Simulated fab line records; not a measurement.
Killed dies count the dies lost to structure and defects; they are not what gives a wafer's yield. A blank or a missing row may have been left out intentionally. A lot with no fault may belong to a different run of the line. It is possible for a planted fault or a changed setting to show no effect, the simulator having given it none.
2 desks looking at one fault + flow n5Finfet + only its own numbers are on each desk; what lay behind them is given at the end

## DESK OF THE TOOL OWNER: vaporEtch-02
The tool's own readings at N5_STI_FIN_REVEAL_RECESS_09 (chemistry HF/NH3, target SiO2, afs cycles 11, target depth 42.5 nm, sublimation time 60 s): means of the sampled wafers that have a number, for each lot that ran on this tool. The brackets show how far a lot's mean lies from the usual mean; more than 4 standard deviations puts the lot out of limits, marked OUT.
Columns: A = drypumpMotorCurrentA at N5_STI_FIN_REVEAL_RECESS_09, usual 5.7 A
| lot  | first seen here | A   |
|------|-----------------|-----|
| L896 | day 2 19:06     | 6.0 |
| L898 | day 3 04:09     | 5.4 |
| L908 | day 5 16:37     | 5.4 |
| L913 | day 6 21:55     | 5.7 |
This desk found nothing out of limits on any of the 4 lots.

## AT THE METROLOGY DESK
Lot by lot, what the gauges showed, no matter which tool ran the lot: averages of those sampled wafers that carry a number. The brackets show how far a lot's mean lies from the usual mean; more than 4 standard deviations puts the lot out of limits, marked OUT.
Columns: A = trenchDepthNm at N5_STI_FIN_REVEAL_FIN_H_MEAS_10, usual 51.7 nm
| lot  | first seen here | A    |
|------|-----------------|------|
| L896 | day 2 23:45     | 51.9 |
| L897 | day 3 03:10     | 51.1 |
| L898 | day 3 07:23     | 51.1 |
| L900 | day 3 20:20     | 51.4 |
| L902 | day 4 08:40     | 51.2 |
| L907 | day 5 14:41     | 51.0 |
| L908 | day 5 19:20     | 51.9 |
| L913 | day 7 00:37     | 50.6 |
| L916 | day 7 19:29     | 51.3 |
| L917 | day 8 01:45     | 51.7 |
| L918 | day 8 06:45     | 52.2 |
This desk found nothing out of limits on any of the 11 lots.

## PUT TOGETHER
The tool owner's desk saw nothing out of limits.
Nothing out of limits was seen by the metrology desk.

## WHAT HAD BEEN PUT IN BY THE SIMULATOR
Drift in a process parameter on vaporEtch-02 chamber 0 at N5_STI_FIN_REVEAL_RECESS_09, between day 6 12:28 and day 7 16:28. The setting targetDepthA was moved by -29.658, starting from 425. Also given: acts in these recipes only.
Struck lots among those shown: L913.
